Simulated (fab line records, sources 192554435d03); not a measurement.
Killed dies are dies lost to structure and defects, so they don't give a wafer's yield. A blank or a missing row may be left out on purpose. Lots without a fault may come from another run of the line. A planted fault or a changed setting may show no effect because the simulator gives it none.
Split-lot experiment | flow n5_finfet | 7 lots, 21 wafers read, on a route of 1938 steps

THE SPLIT
At N5_HKMG_FIN_EXPOSE_46 (exposes mask NDIPOLE), the setting dose_mj was moved away from the recipe's 40 on 6 of the 21 wafers read, by -6.3% to +5.3%. The other wafers ran this setting at the recipe's value.

FROM THE SPLIT TO THE READING: what the file shows between them, 2 steps
- N5_HKMG_FIN_PEB_47: peb time 60 s
- N5_HKMG_FIN_DEVELOP_48: develop time 30 s

THE READING
cd_nm, in nm, at N5_HKMG_FIN_CD_MEAS_49 (target cd 202 nm). Fault-free wafers of this fab line usually give 202.2 nm, standard deviation 0.69 nm.

wafer  | tool, chamber at the split | dose_mj as run | against the recipe | cd_nm, nm | against lot-mates on the recipe
L074.3 | arfi_scanner-02, 0         | 40             | recipe             | 202.8     | -
L074.4 | arfi_scanner-02, 0         | 41.34          | +3.4%              | 204.4     | +1.6
L074.6 | arfi_scanner-02, 0         | 41.34          | +3.4%              | 204.1     | +1.3
L076.4 | arfi_scanner-02, 0         | 40             | recipe             | 202.7     | -
L076.5 | arfi_scanner-02, 0         | 40             | recipe             | 201.8     | -
L076.6 | arfi_scanner-02, 0         | 40             | recipe             | 201.9     | -
L079.3 | arfi_scanner-02, 0         | 40             | recipe             | 203.6     | -
L079.5 | arfi_scanner-02, 0         | 40             | recipe             | 203.6     | -
L079.6 | arfi_scanner-02, 0         | 40             | recipe             | 203.5     | -
L085.1 | arfi_scanner-01, 0         | 40             | recipe             | 203.3     | -
L085.2 | arfi_scanner-01, 0         | 40             | recipe             | 201.7     | -
L085.6 | arfi_scanner-01, 0         | 40             | recipe             | 202.1     | -
L093.4 | arfi_scanner-02, 0         | 40             | recipe             | 201.6     | -
L093.5 | arfi_scanner-02, 0         | 42.03          | +5.1%              | 204.2     | +2.6
L093.6 | arfi_scanner-02, 0         | 42.03          | +5.1%              | 205.2     | +3.6
L095.1 | arfi_scanner-01, 0         | 40             | recipe             | 202.5     | -
L095.2 | arfi_scanner-01, 0         | 42.13          | +5.3%              | 204.3     | +2.1
L095.3 | arfi_scanner-01, 0         | 40             | recipe             | 202.0     | -
L096.4 | arfi_scanner-01, 0         | 40             | recipe             | 202.7     | -
L096.5 | arfi_scanner-01, 0         | 40             | recipe             | 202.6     | -
L096.6 | arfi_scanner-01, 0         | 37.46          | -6.3%              | 198.7     | -3.9

THE FIT
A straight line over all 21 wafers: cd_nm changes by +0.479 nm for each +1% of dose_mj; r = +0.88; the points scatter about the line by 0.68 nm.
The same after taking each lot's own level away (the mean of its wafers on the recipe; 21 wafers): +0.549 nm for each +1%; r = +0.95; scatter 0.45 nm.
On that fit, the largest move of dose_mj shifts the reading by 3.5 nm.
The lots' own levels span 201.60 to 203.57 nm, that is 2.9 times the standard deviation above.
So the lot-to-lot level changes the slope: the two fits differ.
Check: with one of the wafers moved furthest among these (-6.3%) left out of the fit, the line predicts -3.26 nm for it against its lot-mates. It came out at -3.95 nm against them.

THE WHOLE CHAIN: every reading that the file lists as answering this split, in the file's order
step                   | what it does                                           | reading                                                                | change (the file's fit)               | r (the file's)
N5_HKMG_FIN_CD_MEAS_49 | target cd 202 nm                                       | cd_nm                                                                  | +0.536 nm for each +1% of the setting | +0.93
N5_HKMG_FIN_ETCH_54    | etches SiARC in CF4, target depth 45.5 nm, time 75.8 s | HKMG_FIN.cd_offset_nm (the simulator's own value, which no gauge read) | +0.574 nm for each +1% of the setting | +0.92

THE FILE'S OWN FIT
cd_nm changes by +0.536 nm for each +1% of dose_mj, r = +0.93.
